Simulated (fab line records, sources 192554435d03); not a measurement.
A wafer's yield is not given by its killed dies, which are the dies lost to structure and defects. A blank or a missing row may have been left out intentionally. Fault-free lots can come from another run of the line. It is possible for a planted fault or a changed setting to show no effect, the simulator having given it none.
Split-lot experiment ; flow n5-finfet ; route with 1938 steps; 7 lots, 39 wafers read

THE SPLIT
At N5_BEOL_M8_HM_DEP_02 (deposits TiN, target thk 20 nm), the setting target-thk-a was moved away from the recipe's 200 angstrom on 18 of the 39 wafers read, by -57.4% to +58.9%. For the rest of the wafers, this setting stayed at what the recipe calls for.

FROM THE SPLIT TO THE READING: what the file shows between them, 4 steps
- N5_BEOL_M8_COAT_59: time 60 s, resist thk 100 nm
- N5_BEOL_M8_COAT_60: time 60 s, resist thk 35 nm
- N5_BEOL_M8_STRIP_68: strips in N2/H2
- N5_BEOL_M8_STRIP_67: strips in CF4

THE READING
etch.depth-nm (the simulator's own value, which no gauge read), in nm, at N5_BEOL_M8_HM_OPEN_17 (chemistry Cl2/BCl3, target TiN, target depth 20 nm, overetch 6 nm). The file gives no usual value for it. Average 19.897 nm, standard deviation 0.22 nm, over the 21 wafers here run with the recipe.

wafer;tool, chamber at the split;target-thk-a as run, angstrom;against the recipe;etch.depth-nm, nm;against lot-mates on the recipe
L075.1;pvd-sputter-02, -;245.8;+22.9%;24.5;+4.760
L075.2;pvd-sputter-02, -;245.8;+22.9%;24.27;+4.530
L075.3;pvd-sputter-02, -;245.8;+22.9%;24.56;+4.820
L075.4;pvd-sputter-02, -;200;recipe;19.7;-
L075.5;pvd-sputter-02, -;200;recipe;19.9;-
L075.6;pvd-sputter-02, -;200;recipe;19.62;-
L085.1;pvd-sputter-03, -;130;-35.0%;13.21;-6.707
L085.3;pvd-sputter-03, -;130;-35.0%;13.21;-6.707
L085.2;pvd-sputter-03, -;200;recipe;20.03;-
L085.4;pvd-sputter-03, -;130;-35.0%;13.14;-6.777
L085.5;pvd-sputter-03, -;200;recipe;19.91;-
L085.6;pvd-sputter-03, -;200;recipe;19.81;-
L092.1;pvd-sputter-01, -;200;recipe;19.9;-
L092.4;pvd-sputter-01, -;200;recipe;20.15;-
L092.5;pvd-sputter-01, -;200;recipe;19.78;-
L091.1;pvd-sputter-02, -;200;recipe;19.72;-
L091.2;pvd-sputter-02, -;200;recipe;19.64;-
L091.3;pvd-sputter-02, -;200;recipe;19.71;-
L091.4;pvd-sputter-02, -;85.16;-57.4%;8.307;-11.383
L091.5;pvd-sputter-02, -;85.16;-57.4%;8.156;-11.534
L091.6;pvd-sputter-02, -;85.16;-57.4%;8.42;-11.270
L094.1;pvd-sputter-01, -;200;recipe;20.37;-
L094.2;pvd-sputter-01, -;278.3;+39.1%;26.58;+6.270
L094.3;pvd-sputter-01, -;200;recipe;20.3;-
L094.4;pvd-sputter-01, -;278.3;+39.1%;26.63;+6.320
L094.5;pvd-sputter-01, -;200;recipe;20.26;-
L094.6;pvd-sputter-01, -;278.3;+39.1%;25.69;+5.380
L096.1;pvd-sputter-02, -;105.4;-47.3%;10.41;-9.343
L096.2;pvd-sputter-02, -;105.4;-47.3%;10.17;-9.583
L096.3;pvd-sputter-02, -;105.4;-47.3%;10.07;-9.683
L096.4;pvd-sputter-02, -;200;recipe;19.82;-
L096.5;pvd-sputter-02, -;200;recipe;19.78;-
L096.6;pvd-sputter-02, -;200;recipe;19.66;-
L095.1;pvd-sputter-02, -;200;recipe;19.86;-
L095.2;pvd-sputter-02, -;317.7;+58.9%;26.06;+6.137
L095.3;pvd-sputter-02, -;317.7;+58.9%;25.86;+5.937
L095.4;pvd-sputter-02, -;317.7;+58.9%;25.82;+5.897
L095.5;pvd-sputter-02, -;200;recipe;19.83;-
L095.6;pvd-sputter-02, -;200;recipe;20.08;-

FIT RESULTS
A straight line over all 39 wafers: etch.depth-nm changes by +0.167 nm for each +1% of target-thk-a; r = +0.97; the points scatter about the line by 1.2 nm.
The same after taking each lot's own level away (the mean of its wafers on the recipe; 39 wafers): +0.165 nm for each +1%; r = +0.97; scatter 1.2 nm.
On that fit, the largest move of target-thk-a shifts the reading by 9.7 nm.
Measured against the standard deviation above, the lots' own levels, which go from 19.6900 to 20.3100 nm, span 2.9 times it.
Hence the lot-to-lot level has little effect on the slope; both slopes agree.
Check: for one of the wafers moved furthest among these (+58.9%), held out of the fit, the line's prediction against its lot-mates is +9.52 nm. It came out at +6.14 nm against them.

THE OTHER SPLITS THESE WAFERS WENT THROUGH
These wafers also went through other splits before the reading. Each is held against what the fit with the lots' levels taken away leaves over:
other split on the same wafers;wafers away from the commonest value;r with etch.depth-nm (lot level and that fit taken away)
N5_BEOL_M6_TRENCH_ETCH_37 time-s;12;+0.24

THE WHOLE CHAIN: every reading that the file lists as answering this split, in the file's order
step;what it does;reading;change (the file's fit);r (the file's)
N5_BEOL_M8_HM_DEP_02;deposits TiN, target thk 20 nm;TiN_of_BEOL_M8_HM_DEP_02.thk-nm (the simulator's own value, which no gauge read);+0.199 nm for each +1% of the setting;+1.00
N5_BEOL_M8_HM_OPEN_17;chemistry Cl2/BCl3, target TiN, target depth 20 nm, overetch 6 nm;etch.depth-nm (the simulator's own value, which no gauge read);+0.166 nm for each +1% of the setting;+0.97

THE FILE'S OWN FIT
etch.depth-nm changes by +0.166 nm for each +1% of target-thk-a, r = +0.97.
